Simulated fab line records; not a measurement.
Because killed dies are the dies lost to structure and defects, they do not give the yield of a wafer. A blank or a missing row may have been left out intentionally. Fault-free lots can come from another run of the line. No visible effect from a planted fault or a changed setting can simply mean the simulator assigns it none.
A struck lot beside a sound one || flow n5Finfet || 17 steps out of a route of 1938
Sound: wafers L556.1, L556.5, L556.6. Struck: wafer L563.5 (L563.1, L563.4, from the same lot, were not struck and are left out); the cause is given at the end.
For every step that has rows: the tool of each side, followed by ch and its chambers, followed by its first start. Under that, the readings that differ: sound wafers || struck wafers || difference of the means || sigmas: that difference in standard deviations of wafers without a fault.
alike: readings with means less than 2 such deviations apart, plus words and numbers identical on both sides. not compared: withheld readings, readings lacking a value on some wafer, bounds such as >300 that could conceal the same value, and numbers that have no deviation in the record and whose values overlap.
A row with sigmas, a row that says differs or no value, or rows on one side alone: a step with any of these is where the two part. When numbers do not overlap yet have no deviation, they are printed without sigmas and do not part them. Lack of a reading on every wafer of one side parts them only where that side has two or more wafers.

N5_FIN_CUT_OVL_MEAS_09:
  sound on overlay-01 ch 0, day 3 21:47; struck on overlay-01 ch 0, day 5 15:22
  alike: FIN_CUT_OVL
N5_FIN_CUT_INSPECT_10: inspects for defects (brightfield).
  sound on defectInspect-01 at day 3 21:51; struck on defectInspect-01 at day 5 15:25
  alike: rawDefectCount
N5_FIN_CUT_DESCUM_13: chemistry O2, time 7 s.
  sound on rieDiel-02 ch 0,2,3, day 3 21:58; struck on rieDiel-06 ch 3, day 5 15:28
{"reading": "oesProductAu (a.u.)", "sound": "0.77 0.71 0.77", "struck": 0.94, "difference": "+0.19", "sigmas": "+2"}
  alike: drypumpMotorCurrentA, rfVppV, showerheadPlenumPTorr, throttleValvePct
  not compared: rfHoursCounterH
then, 1 step without rows for these wafers: N5_FIN_CUT_ETCH_30 (etches underlayer in N2/H2, target depth 13 nm, time 10.4 s).
N5_FIN_CUT_ETCH_20: etches SiARC in CF4, target depth 26 nm, time 43.3 s.
  sound on rieDiel-02 ch 0,2,3, day 3 22:01; struck on rieDiel-06 ch 3, day 5 15:31
{"reading": "oesProductAu (a.u.)", "sound": "0.66 0.60 0.67", "struck": 0.79, "difference": "+0.15", "sigmas": "+2"}
  alike: biasW, drypumpMotorCurrentA, etchRfOnTimeS, rfVppV, showerheadPlenumPTorr, throttleValvePct
  not compared: rfHoursCounterH
then, 3 steps without rows for these wafers: N5_FIN_CUT_ETCH_21 (etches SOC in N2/H2, target depth 219 nm, overetch 43.8 nm, time 523.5 s); N5_FIN_CUT_STRIP_23 (strips in N2/H2); N5_FIN_CUT_STRIP_31 (strips in N2/H2).
N5_FIN_CUT_STRIP_24: strips in CF4.
  sound on rieDiel-02 ch 0,2,3, day 3 22:23; struck on rieDiel-06 ch 3, day 5 15:52
{"reading": "oesProductAu (a.u.)", "sound": "0.76 0.70 0.77", "struck": 0.91, "difference": "+0.17", "sigmas": "+2"}
{"reading": "rfVppV (V)", "sound": "272.8 270.5 272.3", "struck": 275.2, "difference": "+3.3", "sigmas": "+2"}
  alike: drypumpMotorCurrentA, showerheadPlenumPTorr, throttleValvePct
  not compared: rfHoursCounterH
N5_FIN_CUT_CUT_ETCH_26: etches SiNx in CH3F/O2, target depth 39 nm, time 55.7 s.
  sound on rieDiel-02 ch 0,2,3, day 3 22:24; struck on rieDiel-06 ch 3, day 5 15:53
{"reading": "oes_ar_750_au (a.u.)", "sound": "0.76 0.69 0.77", "struck": 0.92, "difference": "+0.18", "sigmas": "+2"}
{"reading": "oesProductAu (a.u.)", "sound": "0.77 0.70 0.78", "struck": 0.93, "difference": "+0.18", "sigmas": "+2"}
  alike: biasW, drypumpMotorCurrentA, rfVppV, showerheadPlenumPTorr, throttleValvePct
  not compared: rfHoursCounterH
N5_FIN_CUT_CUT_ETCH_27: etches SiO2 in CHF3/O2, target depth 4 nm, overetch 2 nm, time 4.9 s.
  sound on rieDiel-02 ch 0,2,3, day 3 22:27; struck on rieDiel-06 ch 3, day 5 15:56
{"reading": "oes_ar_750_au (a.u.)", "sound": "0.76 0.70 0.77", "struck": 0.91, "difference": "+0.17", "sigmas": "+2"}
{"reading": "oesProductAu (a.u.)", "sound": "0.61 0.55 0.61", "struck": 0.72, "difference": "+0.13", "sigmas": "+2"}
  alike: biasW, drypumpMotorCurrentA, rfVppV, showerheadPlenumPTorr, throttleValvePct
  not compared: rfHoursCounterH
then, 1 step without rows for these wafers: N5_FIN_CUT_PRECLEAN_35 (cleans in vHF, time 13.3 s).
N5_FIN_CUT_CUT_ETCH_15: etches Si in HBr/Cl2/O2, target depth 100 nm, bt time 10 s, time 42.4 s.
  sound on rieSi-02 ch 0,1,2, day 3 22:36; struck on rieSi-02 ch 0, day 5 16:05
{"reading": "oesProductAu (a.u.)", "sound": "0.976 0.993 1.006", "struck": 1.043, "difference": "+0.051", "sigmas": "+3"}
{"reading": "model.etch.depthNm (nm)", "sound": "100.7 100.2 101.4", "struck": 161.1, "difference": "+60.3", "sigmas": ""}
{"reading": "model.FIN_CUT.featureDepthNm (nm)", "sound": "100.8 100.2 101.4", "struck": 161, "difference": "+60", "sigmas": ""}
{"reading": "model.SOC_of_FIN_CUT_COAT_18.thkNm (nm)", "sound": "170 170.4 169.6", "struck": 148, "difference": -22, "sigmas": ""}
  alike: drypumpMotorCurrentA, throttleValvePct
  not compared: biasW, rfHoursCounterH
N5_FIN_CUT_CUT_ETCH_28: etches Si in HBr/Cl2/O2, target depth 6 nm, time 2.4 s.
  sound on rieSi-02 ch 0,1,2, day 3 22:39; struck on rieSi-02 ch 0, day 5 16:08
{"reading": "model.SOC_of_FIN_CUT_COAT_18.thkNm (nm)", "sound": "168.2 168.8 168", "struck": 146.4, "difference": -21.9, "sigmas": ""}
  alike: drypumpMotorCurrentA, oesProductAu, throttleValvePct
  not compared: biasW, rfHoursCounterH
then, 1 step without rows for these wafers: N5_FIN_CUT_STRIP_22 (strips in N2/H2).
-- record jumps: 7 days separate the struck wafers' starts on either side; left off in module FIN_CUT, taken up again in module BEOL_M4, whose first shown step is the route's number 1111 --
N5_BEOL_M4_RC_MEAS_101:
  sound on prober-01 ch 0, day 10 14:47; struck on prober-02 ch 0, day 12 07:47
{"reading": "SS_P (mV/dec)", "sound": "73.0 72.6 73.3", "struck": 74.6, "difference": "+1.6", "sigmas": "+3"}
  alike: DIBL_N, DIBL_P, IOFF_N, IOFF_P, ION_N, ION_P, SS_N, VT_N, VT_P
-- record jumps: 5 days separate the struck wafers' starts on either side; left off in module BEOL_M4, taken up again in module PASSIVATION, whose first shown step is the route's number 1936 --
N5_PASSIVATION_PROBE_49:
  sound on prober-02 at day 14 20:58; struck on prober-02 at day 17 17:28
{"reading": "killedAtFrontEnd", "sound": "40 34 38", "struck": 15, "difference": -22, "sigmas": -2}
  alike: defectLimitedYield, killed_at_M0_to_M3, killed_at_M4_up, killedAtContacts, killedAtOther, killedDies, killedOpen, killedShort, sort_bin_5_function, sort_bin_6_memory, sortNPass, sortYieldPct

WHERE THEY PART
Earliest at N5_FIN_CUT_DESCUM_13; latest, in this record, at N5_PASSIVATION_PROBE_49.

WHY: the cause the simulator had injected
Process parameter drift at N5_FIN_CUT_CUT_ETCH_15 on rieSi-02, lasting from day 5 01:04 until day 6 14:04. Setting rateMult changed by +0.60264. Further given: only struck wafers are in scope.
